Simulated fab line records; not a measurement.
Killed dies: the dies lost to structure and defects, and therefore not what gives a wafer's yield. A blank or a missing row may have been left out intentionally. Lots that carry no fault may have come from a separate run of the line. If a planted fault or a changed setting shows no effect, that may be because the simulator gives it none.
Lot-split experiment    flow n5-finfet    33 wafers read across 7 lots, on a route 1938 steps long

THE SPLIT ITSELF
At N5_BEOL_M8_DEVELOP_10 (develop time 30 s), the setting develop-time-s was moved away from the recipe's 30 s on 16 of the 33 wafers read, by -59.2% to +50.2%. For the rest of the wafers, this setting stayed at what the recipe calls for.

FROM THE SPLIT TO THE READING: what the file shows between them, 13 steps
- N5_BEOL_M8_CD_MEAS_11: target cd 38.5 nm
- N5_BEOL_M8_DESCUM_16: chemistry O2, time 7.9 s
- N5_BEOL_M8_ETCH_61: etches SiARC in CF4, target depth 45.5 nm, time 75.8 s
- N5_BEOL_M8_ETCH_62: etches SOC in N2/H2, target depth 110 nm, overetch 22 nm, time 165 s
- N5_BEOL_M8_STRIP_68: strips in N2/H2
- N5_BEOL_M8_STRIP_67: strips in CF4
- N5_BEOL_M8_HM_OPEN_17: chemistry Cl2/BCl3, target TiN, target depth 20 nm, overetch 6 nm
- N5_BEOL_M8_STRIP_19: strips in O2
- N5_BEOL_M8_CD_MEAS_18: pitch 80 nm, target cd 40 nm
- N5_BEOL_M8_COAT_63: time 60 s, resist thk 60 nm
- N5_BEOL_M8_COAT_64: time 60 s, resist thk 12 nm
- N5_BEOL_M8_PRECLEAN_42: cleans in residue remover, time 60 s
- N5_BEOL_M8_SRD_43: time 30 s

THE READING
At N5_BEOL_M8_CD_MEAS_35: cd-nm in nanometres, against a target cd of 40 nm. A value of 40.3 nm with a standard deviation of 0.49 nm is what fault-free wafers of this fab line usually give.

wafer   tool, chamber at the split  develop-time-s as run, s  against the recipe  cd-nm, nm  against lot-mates on the recipe
L074.1  litho-track-05, 0           22.06                     -26.5%              38.8       -1.5
L074.2  litho-track-05, 0           30                        recipe              41.1       -
L074.3  litho-track-05, 0           22.06                     -26.5%              38.8       -1.5
L074.4  litho-track-05, 0           22.06                     -26.5%              38.8       -1.5
L074.5  litho-track-05, 0           30                        recipe              40.4       -
L074.6  litho-track-05, 0           30                        recipe              39.4       -
L077.1  litho-track-02, 0           30                        recipe              40.9       -
L077.2  litho-track-02, 0           30                        recipe              40.7       -
L077.3  litho-track-02, 0           30                        recipe              40.4       -
L078.2  litho-track-02, 0           30                        recipe              40.1       -
L078.5  litho-track-02, 0           12.24                     -59.2%              36.8       -3.3
L078.6  litho-track-02, 0           12.24                     -59.2%              37.1       -3.0
L084.1  litho-track-02, 0           30                        recipe              40.2       -
L084.2  litho-track-02, 0           43.2                      +44.0%              41.9       +1.7
L084.5  litho-track-02, 0           43.2                      +44.0%              41.0       +0.8
L086.1  litho-track-03, 0           45.06                     +50.2%              41.8       +2.0
L086.2  litho-track-03, 0           30                        recipe              40.2       -
L086.3  litho-track-03, 0           30                        recipe              40.1       -
L086.4  litho-track-03, 0           45.06                     +50.2%              41.5       +1.7
L086.5  litho-track-03, 0           45.06                     +50.2%              41.6       +1.8
L086.6  litho-track-03, 0           30                        recipe              39.2       -
L094.1  litho-track-03, 0           36.04                     +20.1%              41.1       +1.1
L094.2  litho-track-03, 0           30                        recipe              40.4       -
L094.3  litho-track-03, 0           36.04                     +20.1%              41.4       +1.4
L094.4  litho-track-03, 0           30                        recipe              40.3       -
L094.5  litho-track-03, 0           30                        recipe              39.4       -
L094.6  litho-track-03, 0           36.04                     +20.1%              41.1       +1.1
L095.1  litho-track-02, 0           30                        recipe              40.3       -
L095.2  litho-track-02, 0           39.8                      +32.7%              41.0       +1.1
L095.3  litho-track-02, 0           30                        recipe              39.7       -
L095.4  litho-track-02, 0           30                        recipe              39.8       -
L095.5  litho-track-02, 0           39.8                      +32.7%              41.0       +1.1
L095.6  litho-track-02, 0           39.8                      +32.7%              40.5       +0.6

FIT RESULTS
A straight line over all 33 wafers: cd-nm changes by +0.0397 nm for each +1% of develop-time-s; r = +0.91; the points scatter about the line by 0.51 nm.
The same after taking each lot's own level away (the mean of its wafers on the recipe; 33 wafers): +0.0426 nm for each +1%; r = +0.93; scatter 0.45 nm.
Per that fit: largest develop-time-s move, reading shift of 2.5 nm.
The lots' own levels span 39.83 to 40.67 nm, that is 1.7 times the standard deviation above.
Consequently the slope shifts little with the lot-to-lot level, the two slopes agreeing.
Check: with one of the wafers moved furthest among these (-59.2%) left out of the fit, the line predicts -2.51 nm for it against its lot-mates. Against them it came out at -3.3 nm.

THE WHOLE CHAIN: every reading that the file lists as answering this split, in the file's order
step                   what it does                                                          reading                                                                change (the file's fit)                 r (the file's)
N5_BEOL_M8_CD_MEAS_11  target cd 38.5 nm                                                     cd-nm                                                                  +0.0433 nm for each +1% of the setting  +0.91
N5_BEOL_M8_ETCH_61     etches SiARC in CF4, target depth 45.5 nm, time 75.8 s                BEOL_M8.cd-offset-nm (the simulator's own value, which no gauge read)  +0.0442 nm for each +1% of the setting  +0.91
N5_BEOL_M8_ETCH_62     etches SOC in N2/H2, target depth 110 nm, overetch 22 nm, time 165 s  BEOL_M8.cd-offset-nm (the simulator's own value, which no gauge read)  +0.0431 nm for each +1% of the setting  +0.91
N5_BEOL_M8_CD_MEAS_18  pitch 80 nm, target cd 40 nm                                          cd-nm                                                                  +0.0392 nm for each +1% of the setting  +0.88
N5_BEOL_M8_CD_MEAS_35  target cd 40 nm                                                       cd-nm                                                                  +0.041 nm for each +1% of the setting   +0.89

THE FILE'S OWN FIT
cd-nm changes by +0.041 nm for each +1% of develop-time-s, r = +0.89.
